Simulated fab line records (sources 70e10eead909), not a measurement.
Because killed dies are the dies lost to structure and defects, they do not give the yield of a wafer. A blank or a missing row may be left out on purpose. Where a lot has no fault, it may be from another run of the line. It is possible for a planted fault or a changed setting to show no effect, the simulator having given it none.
fab line records	flow nand-harc
[record] lots = 24	wafers = 72	last-day = 34
route steps=1302 shown P_GATE@213 P_M0@272 P_M1@302
lots that met no fault: taken from a fault-free run of the same line
start-h: hours from the record's opening day to when the first of the lot's shown wafers began	wait-h: time in hours since the lot's previous step	" same as the row above	L1.1+2: a row that stands for several wafers	- value missing, or start not given	* or withheld: withheld	< > ~ a bound
route shown NAME@n: a module of which the file shows steps, and the number in the route of the first	usual: mean/standard deviation taken from wafers without a fault	same: alike in all rows	chamber/n: place in a boat	sites: the reading at each site	_std_site: standard deviation of those values	_edge_site: outer sites' mean less inner sites'	radius-mm: for every site, how far away it sits from the centre of the wafer	mask NAME#n: copy n	behind: the most recent tool/chamber to have shaped the wafer	hold: reason for holding the lot/hours on hold/outcome of the hold	device: transistor that didn't switch, given as n, p or np	end of line: the tests these same wafers got at the end of their route	where a step has no rows: the recipe by itself	killed: dies lost to structure and defects at the first sort, not the wafer's yield	map: per-die view of a wafer (x killed, . not killed, _ where there is no die)
set.NAME: the setting as run; set.NAME@STEP: as run at that earlier step	model.NAME: the simulator's own value behind a step, which no gauge read
steps of the route over a sample of lots; a table a step, a row a wafer
services: from which hour (start-h, from the record's first day; less than 0 if before it) a tool's chamber was out of use, for how many hours, and why
[[steps]]
[step NHARC_P_GATE_RTA_80]
[recipe] temp-c = 300	time-s = 30
[usual] lamp-power-pct = 2.30/0.19	wafer_temp_C_max = 301.9/0.49
lot.wafer	tool	chamber	start-h	wait-h	lamp-power-pct	wafer_temp_C_max
L074.1	rtp-anneal-02	0	117.85	-	2.51	301.8
L074.5	"	0	"	"	2.51	301.5
L074.6	"	0	"	"	2.51	301.7
L075.1	rtp-anneal-02	0	123.87	-	2.51	301.6
L075.2	"	0	"	"	2.51	302.7
L075.6	"	0	"	"	2.51	301.9
L076.2	rtp-anneal-02	0	136.46	-	2.51	301.5
L076.4	"	0	"	"	2.51	301.5
L076.5	"	0	"	"	2.51	301.4
L077.1	rtp-anneal-02	0	150.75	-	2.51	301.6
L077.3	"	0	"	"	2.51	301.7
L077.6	"	0	"	"	2.51	301.2
L078.3	rtp-anneal-01	0	157.26	-	2.12	301.7
L078.4	"	0	"	"	2.12	302.6
L078.6	"	0	"	"	2.12	302.7
L079.2	rtp-anneal-01	0	171.55	-	2.12	302.0
L079.4	"	0	"	"	2.12	302.1
L079.6	"	0	"	"	2.12	301.4
L080.3	rtp-anneal-01	0	173.49	-	2.12	302.4
L080.4	"	0	"	"	2.12	302.2
L080.5	"	0	"	"	2.12	301.9
L081.1	rtp-anneal-01	0	188.57	-	2.12	301.8
L081.2	"	0	"	"	2.12	302.0
L081.6	"	0	"	"	2.12	302.5
L082.1	rtp-anneal-01	0	204.52	-	2.13	301.9
L082.2	"	0	"	"	2.12	301.9
L082.6	"	0	"	"	2.13	302.4
L083.3	rtp-anneal-02	0	209.74	-	2.51	302.0
L083.4	"	0	"	"	2.51	301.2
L083.5	"	0	"	"	2.51	301.1
L084.2	rtp-anneal-02	0	224.61	-	2.51	301.7
L084.3	"	0	"	"	2.51	301.1
L084.5	"	0	"	"	2.51	301.6
L085.2	rtp-anneal-01	0	235.57	-	2.12	302.0
L085.5	"	0	"	"	2.12	301.9
L085.6	"	0	"	"	2.12	301.3
L086.3	rtp-anneal-01	0	240.87	-	2.12	302.3
L086.4	"	0	"	"	2.12	302.8
L086.5	"	0	"	"	2.12	301.7
L088.2	rtp-anneal-01	0	257.07	-	2.12	303.2
L088.3	"	0	"	"	2.12	301.8
L088.5	"	0	"	"	2.12	302.6
L087.1	rtp-anneal-01	0	259.65	-	2.12	302.0
L087.2	"	0	"	"	2.11	302.5
L087.5	"	0	"	"	2.12	302.3
L089.2	rtp-anneal-01	0	262.68	-	2.13	302.3
L089.4	"	0	"	"	2.12	302.1
L089.6	"	0	"	"	2.12	301.5
L090.1	rtp-anneal-02	0	271.96	-	2.51	301.7
L090.3	"	0	"	"	2.51	301.7
L090.6	"	0	"	"	2.51	301.2
L091.1	rtp-anneal-02	0	284.76	-	2.52	301.6
L091.2	"	0	"	"	2.51	301.4
L091.5	"	0	"	"	2.52	301.6
L092.1	rtp-anneal-01	0	298.55	-	2.12	302.3
L092.3	"	0	"	"	2.12	301.7
L092.6	"	0	"	"	2.12	301.7
L093.1	rtp-anneal-02	0	307.17	-	2.51	301.1
L093.3	"	0	"	"	2.52	302.1
L093.6	"	0	"	"	2.51	301.6
L094.1	rtp-anneal-02	0	318.28	-	2.51	301.3
L094.4	"	0	"	"	2.51	302.5
L094.5	"	0	"	"	2.51	302.0
L095.1	rtp-anneal-01	0	324.51	-	2.12	301.8
L095.3	"	0	"	"	2.12	302.2
L095.6	"	0	"	"	2.12	302.1
L096.2	rtp-anneal-01	0	340.22	-	2.12	301.9
L096.4	"	0	"	"	2.12	301.9
L096.6	"	0	"	"	2.12	301.9
L097.1	rtp-anneal-02	0	347.89	-	2.52	301.0
L097.3	"	0	"	"	2.52	301.6
L097.5	"	0	"	"	2.52	300.9
[step NHARC_P_M0_DEGAS_28]
[recipe] temp-c = 250	time-s = 60
[usual] heater-power-w = 332/39
lot.wafer	tool	chamber	start-h	wait-h	heater-power-w
L074.1	pvd-sputter-03	-	125.75	-	318
L074.6	"	-	"	"	329
L074.5	"	-	"	"	304
L075.2	pvd-sputter-03	-	131.64	-	332
L075.1	"	-	"	"	292
L075.6	"	-	"	"	313
L076.4	pvd-sputter-03	-	144.06	-	329
L076.2	"	-	"	"	338
L076.5	"	-	"	"	306
L077.1	pvd-sputter-01	-	158.30	-	270
L077.3	"	-	"	"	411
L077.6	"	-	"	"	273
L078.4	pvd-sputter-01	-	164.61	-	349
L078.3	"	-	"	"	332
L078.6	"	-	"	"	333
L079.2	pvd-sputter-02	-	178.83	-	376
L079.4	"	-	"	"	314
L079.6	"	-	"	"	314
L080.4	pvd-sputter-03	-	180.96	-	316
L080.3	"	-	"	"	372
L080.5	"	-	"	"	373
L081.2	pvd-sputter-01	-	196.16	-	339
L081.1	"	-	"	"	275
L081.6	"	-	"	"	354
L082.2	pvd-sputter-03	-	212.45	-	319
L082.1	"	-	"	"	323
L082.6	"	-	"	"	372
L083.3	pvd-sputter-03	-	217.35	-	317
L083.4	"	-	"	"	320
L083.5	"	-	"	"	296
L084.2	pvd-sputter-02	-	232.10	-	311
L084.3	"	-	"	"	373
L084.5	"	-	"	"	368
L085.2	pvd-sputter-03	-	243.16	-	325
L085.6	"	-	"	"	322
L085.5	"	-	"	"	295
L086.4	pvd-sputter-01	-	248.41	-	354
L086.3	"	-	"	"	340
L086.5	"	-	"	"	418
L088.2	pvd-sputter-03	-	264.59	-	311
L088.3	"	-	"	"	364
L088.5	"	-	"	"	365
L087.2	pvd-sputter-03	-	267.51	-	318
L087.1	"	-	"	"	313
L087.5	"	-	"	"	323
L089.4	pvd-sputter-03	-	270.37	-	298
L089.2	"	-	"	"	324
L089.6	"	-	"	"	303
L090.3	pvd-sputter-01	-	279.57	-	421
L090.1	"	-	"	"	353
L090.6	"	-	"	"	356
L091.2	pvd-sputter-01	-	292.49	-	267
L091.1	"	-	"	"	351
L091.5	"	-	"	"	422
L092.3	pvd-sputter-01	-	305.96	-	355
L092.1	"	-	"	"	339
L092.6	"	-	"	"	336
L093.1	pvd-sputter-03	-	314.68	-	298
L093.3	"	-	"	"	319
L093.6	"	-	"	"	328
L094.1	pvd-sputter-02	-	325.85	-	277
L094.4	"	-	"	"	310
L094.5	"	-	"	"	391
L095.1	pvd-sputter-03	-	332.01	-	317
L095.3	"	-	"	"	372
L095.6	"	-	"	"	297
L096.4	pvd-sputter-03	-	347.73	-	320
L096.2	"	-	"	"	320
L096.6	"	-	"	"	298
L097.1	pvd-sputter-01	-	356.50	-	424
L097.3	"	-	"	"	356
L097.5	"	-	"	"	343
[step NHARC_P_M0_ANNEAL_30]
[recipe] temp-c = 225	time-s = 90
[usual] wafer_temp_C_max = 226.3/0.3
lot.wafer	tool	chamber	start-h	wait-h	wafer_temp_C_max
L074.1	rtp-anneal-01	0	126.48	0.3	226.1
L074.5	"	0	"	"	226.3
L074.6	"	0	"	"	226.2
L075.1	rtp-anneal-02	0	132.37	0.3	225.9
L075.2	"	0	"	"	226.2
L075.6	"	0	"	"	226.3
L076.2	rtp-anneal-01	0	144.85	-	226.6
L076.4	"	0	"	"	226.6
L076.5	"	0	"	"	226.2
L077.1	rtp-anneal-02	0	159.06	0.3	226.4
L077.3	"	0	"	"	226.2
L077.6	"	0	"	"	226.4
L078.3	rtp-anneal-01	0	165.47	-	227.0
L078.4	"	0	"	"	226.4
L078.6	"	0	"	"	226.5
L079.2	rtp-anneal-01	0	179.61	0.4	226.0
L079.4	"	0	"	"	226.1
L079.6	"	0	"	"	226.4
L080.3	rtp-anneal-01	0	181.80	-	226.3
L080.4	"	0	"	"	226.4
L080.5	"	0	"	"	226.9
L081.1	rtp-anneal-02	0	196.89	-	225.8
L081.2	"	0	"	"	226.6
L081.6	"	0	"	"	226.1
L082.1	rtp-anneal-01	0	213.19	0.3	226.8
L082.2	"	0	"	"	226.4
L082.6	"	0	"	"	226.6
L083.3	rtp-anneal-01	0	218.19	-	226.8
L083.4	"	0	"	"	226.2
L083.5	"	0	"	"	226.6
L084.2	rtp-anneal-01	0	232.89	-	226.2
L084.3	"	0	"	"	226.6
L084.5	"	0	"	"	226.8
L085.2	rtp-anneal-02	0	243.96	0.3	226.2
L085.5	"	0	"	"	226.1
L085.6	"	0	"	"	226.5
L086.3	rtp-anneal-01	0	249.41	0.3	226.1
L086.4	"	0	"	"	226.6
L086.5	"	0	"	"	226.0
L088.2	rtp-anneal-02	0	265.40	0.4	226.3
L088.3	"	0	"	"	226.2
L088.5	"	0	"	"	225.8
L087.1	rtp-anneal-02	0	268.25	0.3	226.0
L087.2	"	0	"	"	226.1
L087.5	"	0	"	"	225.9
L089.2	rtp-anneal-02	0	271.15	-	226.6
L089.4	"	0	"	"	226.6
L089.6	"	0	"	"	226.3
L090.1	rtp-anneal-02	0	280.31	0.3	226.5
L090.3	"	0	"	"	226.5
L090.6	"	0	"	"	226.1
L091.1	rtp-anneal-01	0	293.24	-	226.1
L091.2	"	0	"	"	226.8
L091.5	"	0	"	"	226.4
L092.1	rtp-anneal-02	0	306.70	0.3	226.5
L092.3	"	0	"	"	226.1
L092.6	"	0	"	"	226.4
L093.1	rtp-anneal-02	0	315.42	-	226.2
L093.3	"	0	"	"	226.5
L093.6	"	0	"	"	225.6
L094.1	rtp-anneal-02	0	326.58	0.3	226.5
L094.4	"	0	"	"	226.2
L094.5	"	0	"	"	225.9
L095.1	rtp-anneal-02	0	332.74	-	226.4
L095.3	"	0	"	"	226.5
L095.6	"	0	"	"	226.0
L096.2	rtp-anneal-02	0	348.53	-	226.2
L096.4	"	0	"	"	226.5
L096.6	"	0	"	"	226.0
L097.1	rtp-anneal-02	0	357.22	-	226.4
L097.3	"	0	"	"	226.5
L097.5	"	0	"	"	226.2
[step NHARC_P_M1_STRIP_18]
[recipe] power-w = 1000	n2-flow-sccm = 150	h2-flow-sccm = 150	ar-flow-sccm = 0	bias-w = 0	chemistry = N2/H2
[usual] drypump-motor-current-A = 5.7/0.37	oes-product-au = 1.002/0.013	rf-vpp-V = 90.5/0.93	showerhead-plenum-p-Torr = 2.01/0.082	throttle-valve-pct = 14.171/0.009
[same] bias-w = 0
lot.wafer	tool	chamber	start-h	wait-h	drypump-motor-current-A	oes-product-au	rf-hours-counter-h	rf-vpp-V	showerhead-plenum-p-Torr	throttle-valve-pct
L074.1	rie-diel-05	2	129.25	0.1	6.2	1.004	5	90.2	1.95	14.175
L074.5	"	0	"	"	5.5	0.971	-	91.9	2.13	14.169
L074.6	"	2	"	"	6.2	1.014	-	90.2	1.95	14.161
L075.2	rie-diel-10	2	135.04	0.1	5.4	1.001	3	90.9	2.01	14.196
L075.1	"	3	"	"	5.2	1.001	2	90.3	1.96	14.167
L075.6	"	2	"	"	5.4	1.004	-	91.4	2.01	14.144
L076.2	rie-diel-03	1	147.45	0.1	6.3	1.004	9	90.9	2.14	14.167
L076.4	"	3	"	"	5.8	1.015	10	90.6	2.04	14.166
L076.5	"	2	"	"	6.2	1.001	-	90.7	1.91	14.169
L077.3	rie-diel-05	0	161.87	0.1	5.5	0.968	11	91.2	2.13	14.185
L077.1	"	2	"	"	6.2	1.018	9	89.1	1.95	14.169
L077.6	"	1	"	"	5.5	1.004	-	90.2	1.94	14.175
L078.4	rie-diel-03	2	168.01	0.1	6.2	1.011	15	89.8	1.90	14.176
L078.3	"	1	"	"	6.3	1.020	14	92.4	2.13	14.184
L078.6	"	3	"	"	5.8	1.034	-	90.3	2.04	14.165
L079.2	rie-diel-03	2	182.35	0.1	6.2	1.005	19	89.1	1.90	14.176
L079.4	"	0	"	"	4.8	0.994	22	90.5	2.03	14.170
L079.6	"	1	"	"	6.3	1.014	-	92.4	2.13	14.160
L080.3	rie-diel-10	3	184.64	0.1	5.2	1.005	6	89.6	1.96	14.173
L080.4	"	1	"	"	5.6	0.979	6	89.6	1.90	14.188
L080.5	"	0	"	"	5.9	1.018	-	90.3	2.02	14.175
L081.1	rie-diel-03	0	199.66	0.1	4.8	0.995	29	91.3	2.03	14.184
L081.2	"	1	"	"	6.3	1.017	25	89.9	2.13	14.155
L081.6	"	2	"	"	6.2	1.004	-	89.5	1.90	14.178
L082.1	rie-diel-05	0	216.03	0.1	5.5	0.972	15	92.5	2.13	14.150
L082.2	"	2	"	"	6.2	1.008	12	89.7	1.95	14.167
L082.6	"	3	"	"	5.6	1.007	-	90.1	2.08	14.175
L083.3	rie-diel-03	0	220.92	0.1	4.8	1.000	38	90.1	2.02	14.162
L083.4	"	2	"	"	6.2	1.002	33	90.5	1.90	14.163
L083.5	"	3	"	"	5.8	1.011	-	89.3	2.04	14.166
L084.2	rie-diel-03	2	235.65	0.1	6.2	1.007	37	90.6	1.90	14.190
L084.3	"	3	"	"	5.8	1.015	33	90.4	2.04	14.177
L084.5	"	3	"	"	5.7	1.012	-	92.6	2.04	14.193
L085.2	rie-diel-05	3	246.65	0.1	5.6	1.018	1	91.7	2.08	14.181
L085.6	"	3	"	"	5.6	1.020	-	90.7	2.08	14.169
L085.5	"	0	"	"	5.6	0.982	-	91.9	2.13	14.168
L086.3	rie-diel-05	3	252.05	0.1	5.5	1.006	1	92.2	2.08	14.174
L086.4	"	0	"	"	5.5	0.992	1	92.7	2.13	14.170
L086.5	"	3	"	"	5.6	1.018	-	91.2	2.08	14.174
L088.2	rie-diel-05	1	268.01	0.1	5.6	0.998	1	90.9	1.94	14.172
L088.3	"	0	"	"	5.5	0.988	1	90.1	2.13	14.175
L088.5	"	2	"	"	6.2	1.003	-	88.4	1.95	14.169
L087.2	rie-diel-05	2	270.94	0.1	6.2	1.012	2	90.1	1.95	14.176
L087.1	"	3	"	"	5.6	1.020	2	90.7	2.08	14.173
L087.5	"	0	"	"	5.5	0.995	-	90.9	2.13	14.186
L089.4	rie-diel-10	2	273.89	0.1	5.4	1.004	1	91.1	2.01	14.166
L089.2	"	3	"	"	5.2	1.010	1	89.8	1.95	14.174
L089.6	"	3	"	"	5.3	1.013	-	90.8	1.95	14.172
L090.1	rie-diel-05	1	283.11	0.1	5.6	0.991	3	92.6	1.94	14.171
L090.3	"	3	"	"	5.6	1.000	3	90.5	2.08	14.166
L090.6	"	0	"	"	5.5	0.981	-	89.3	2.13	14.159
L091.1	rie-diel-10	0	295.94	0.1	6.0	1.005	3	90.4	2.01	14.163
L091.2	"	1	"	"	5.6	0.984	3	89.5	1.90	14.165
L091.5	"	2	"	"	5.4	0.995	-	89.8	2.01	14.161
L092.1	rie-diel-10	1	309.64	0.1	5.6	0.994	4	88.7	1.90	14.167
L092.3	"	2	"	"	5.4	0.994	4	90.3	2.01	14.172
L092.6	"	2	"	"	5.5	0.997	-	89.3	2.01	14.168
L093.1	rie-diel-05	0	318.23	0.1	5.5	0.991	7	91.6	2.13	14.183
L093.3	"	1	"	"	5.6	0.997	6	90.6	1.94	14.180
L093.6	"	2	"	"	6.2	1.019	-	91.0	1.94	14.181
L094.4	rie-diel-05	0	329.36	0.1	5.5	0.987	8	92.0	2.13	14.170
L094.1	"	2	"	"	6.2	1.000	7	89.8	1.94	14.155
L094.5	"	1	"	"	5.5	0.992	-	89.7	1.94	14.177
L095.3	rie-diel-05	3	335.51	0.1	5.6	1.010	8	89.8	2.08	14.171
L095.1	"	2	"	"	6.2	1.014	7	90.8	1.94	14.183
L095.6	"	0	"	"	5.5	0.994	-	90.1	2.13	14.181
L096.2	rie-diel-10	2	351.36	0.1	5.4	1.010	7	89.9	2.01	14.170
L096.6	"	1	"	"	5.6	0.997	-	88.6	1.90	14.168
L096.4	"	2	"	"	5.4	1.012	-	90.1	2.01	14.172
L097.1	rie-diel-05	0	360.19	0.1	5.5	1.000	10	91.0	2.12	14.153
L097.3	"	2	"	"	6.2	1.007	10	90.6	1.94	14.182
L097.5	"	3	"	"	5.6	1.012	-	91.0	2.08	14.181
[step NHARC_P_M1_PRE_CLEAN_30]
[recipe] time-s = 30	temp-c = 280	gas = H2/He
[usual] heater-power-w = 412/52
lot.wafer	tool	chamber	start-h	wait-h	heater-power-w
L074.1	pvd-sputter-01	-	-	-	503
L074.6	"	-	"	"	500
L074.5	"	-	"	"	435
L075.2	pvd-sputter-03	-	-	-	391
L075.1	"	-	"	"	406
L075.6	"	-	"	"	368
L076.2	pvd-sputter-01	-	-	-	344
L076.4	"	-	"	"	507
L076.5	"	-	"	"	416
L077.1	pvd-sputter-01	-	-	-	499
L077.3	"	-	"	"	439
L077.6	"	-	"	"	410
L078.4	pvd-sputter-03	-	-	-	415
L078.3	"	-	"	"	407
L078.6	"	-	"	"	423
L079.2	pvd-sputter-03	-	-	-	438
L079.4	"	-	"	"	370
L079.6	"	-	"	"	391
L080.4	pvd-sputter-02	-	-	-	396
L080.3	"	-	"	"	383
L080.5	"	-	"	"	336
L081.1	pvd-sputter-01	-	-	-	509
L081.2	"	-	"	"	412
L081.6	"	-	"	"	515
L082.1	pvd-sputter-01	-	-	-	496
L082.2	"	-	"	"	442
L082.6	"	-	"	"	510
L083.3	pvd-sputter-03	-	-	-	395
L083.4	"	-	"	"	362
L083.5	"	-	"	"	456
L084.3	pvd-sputter-01	-	-	-	451
L084.2	"	-	"	"	338
L084.5	"	-	"	"	408
L085.2	pvd-sputter-02	-	-	-	383
L085.6	"	-	"	"	340
L085.5	"	-	"	"	382
L086.4	pvd-sputter-02	-	-	-	454
L086.3	"	-	"	"	338
L086.5	"	-	"	"	398
L088.2	pvd-sputter-01	-	-	-	430
L088.3	"	-	"	"	340
L088.5	"	-	"	"	439
L087.2	pvd-sputter-01	-	-	-	421
L087.1	"	-	"	"	434
L087.5	"	-	"	"	340
L089.2	pvd-sputter-03	-	-	-	453
L089.4	"	-	"	"	369
L089.6	"	-	"	"	383
L090.1	pvd-sputter-03	-	-	-	363
L090.3	"	-	"	"	386
L090.6	"	-	"	"	373
L091.2	pvd-sputter-03	-	-	-	390
L091.1	"	-	"	"	373
L091.5	"	-	"	"	432
L092.1	pvd-sputter-02	-	-	-	399
L092.3	"	-	"	"	374
L092.6	"	-	"	"	341
L093.3	pvd-sputter-03	-	-	-	368
L093.1	"	-	"	"	389
L093.6	"	-	"	"	395
L094.4	pvd-sputter-01	-	-	-	533
L094.1	"	-	"	"	415
L094.5	"	-	"	"	522
L095.1	pvd-sputter-03	-	-	-	397
L095.3	"	-	"	"	380
L095.6	"	-	"	"	387
L096.4	pvd-sputter-01	-	-	-	420
L096.2	"	-	"	"	344
L096.6	"	-	"	"	507
L097.3	pvd-sputter-01	-	-	-	534
L097.1	"	-	"	"	432
L097.5	"	-	"	"	444
[step NHARC_P_M1_PVD_20]
[recipe] target-thk-a = 50	bias-v = 168.6	power-w = 15000	chamber-pressure-pa = 0.12	time-s = 8.06	substrate-temp-c = 50	material = TaN
[usual] throttle-valve-pct = 30.0/0.83
lot.wafer	tool	chamber	start-h	wait-h	throttle-valve-pct
L074.1	pvd-sputter-01	-	-	-	30.8
L074.6	"	-	"	"	31.5
L074.5	"	-	"	"	29.9
L075.2	pvd-sputter-03	-	-	-	29.3
L075.1	"	-	"	"	29.1
L075.6	"	-	"	"	29.4
L076.2	pvd-sputter-01	-	-	-	30.4
L076.4	"	-	"	"	31.3
L076.5	"	-	"	"	30.6
L077.1	pvd-sputter-01	-	-	-	30.6
L077.3	"	-	"	"	31.4
L077.6	"	-	"	"	30.7
L078.3	pvd-sputter-03	-	-	-	28.4
L078.4	"	-	"	"	29.4
L078.6	"	-	"	"	28.1
L079.4	pvd-sputter-03	-	-	-	29.4
L079.2	"	-	"	"	28.8
L079.6	"	-	"	"	30.0
L080.4	pvd-sputter-02	-	-	-	28.2
L080.3	"	-	"	"	31.0
L080.5	"	-	"	"	29.1
L081.2	pvd-sputter-01	-	-	-	31.2
L081.1	"	-	"	"	29.8
L081.6	"	-	"	"	30.4
L082.1	pvd-sputter-01	-	-	-	31.0
L082.2	"	-	"	"	31.4
L082.6	"	-	"	"	30.0
L083.3	pvd-sputter-03	-	-	-	30.7
L083.4	"	-	"	"	29.8
L083.5	"	-	"	"	28.9
L084.2	pvd-sputter-01	-	-	-	30.1
L084.3	"	-	"	"	30.7
L084.5	"	-	"	"	30.6
L085.2	pvd-sputter-02	-	-	-	29.4
L085.5	"	-	"	"	29.1
L085.6	"	-	"	"	29.3
L086.3	pvd-sputter-02	-	-	-	29.5
L086.4	"	-	"	"	30.6
L086.5	"	-	"	"	28.1
L088.2	pvd-sputter-01	-	-	-	30.1
L088.3	"	-	"	"	30.5
L088.5	"	-	"	"	30.6
L087.2	pvd-sputter-01	-	-	-	30.0
L087.1	"	-	"	"	31.0
L087.5	"	-	"	"	30.8
L089.4	pvd-sputter-03	-	-	-	30.1
L089.2	"	-	"	"	29.3
L089.6	"	-	"	"	29.2
L090.3	pvd-sputter-03	-	-	-	29.2
L090.1	"	-	"	"	29.3
L090.6	"	-	"	"	29.2
L091.2	pvd-sputter-03	-	-	-	30.1
L091.1	"	-	"	"	29.4
L091.5	"	-	"	"	29.5
L092.1	pvd-sputter-02	-	-	-	30.5
L092.3	"	-	"	"	27.5
L092.6	"	-	"	"	30.5
L093.1	pvd-sputter-03	-	-	-	29.0
L093.3	"	-	"	"	30.0
L093.6	"	-	"	"	29.4
L094.4	pvd-sputter-01	-	-	-	31.0
L094.1	"	-	"	"	30.8
L094.5	"	-	"	"	30.8
L095.1	pvd-sputter-03	-	-	-	29.1
L095.3	"	-	"	"	29.1
L095.6	"	-	"	"	30.7
L096.2	pvd-sputter-01	-	-	-	30.7
L096.4	"	-	"	"	30.9
L096.6	"	-	"	"	30.8
L097.1	pvd-sputter-01	-	-	-	30.2
L097.3	"	-	"	"	30.9
L097.5	"	-	"	"	31.0
[[services]]
tool	chamber	start-h	hours	kind
rie-diel-10	3	96.18	1.2	repair
pvd-sputter-02	-	104.00	10.0	pm
rie-diel-05	3	104.27	19.0	repair
rie-diel-03	-	104.31	9.0	pm
rie-diel-05	1	128.12	20.4	repair
pvd-sputter-03	-	165.68	2.6	repair
rie-diel-05	0	168.87	4.4	repair
pvd-sputter-03	-	170.03	10.0	pm
rie-diel-03	3	194.00	15.7	repair
rie-diel-10	0	214.78	1.8	repair
pvd-sputter-01	-	226.00	10.0	pm
rie-diel-05	-	229.60	9.0	pm
rie-diel-10	-	242.50	9.0	pm
pvd-sputter-03	-	244.05	7.5	repair
rie-diel-03	-	245.04	0.1	repair
pvd-sputter-03	-	252.58	5.7	repair
rie-diel-10	3	268.32	1.3	repair
rie-diel-03	0	269.77	7.4	repair
rie-diel-03	-	281.34	9.0	pm
pvd-sputter-02	-	282.00	10.0	pm
rie-diel-10	3	295.04	7.8	repair
pvd-sputter-01	-	342.12	3.5	repair
pvd-sputter-03	-	348.03	10.0	pm
pvd-sputter-03	-	360.20	8.4	repair
[[key]]
fault none
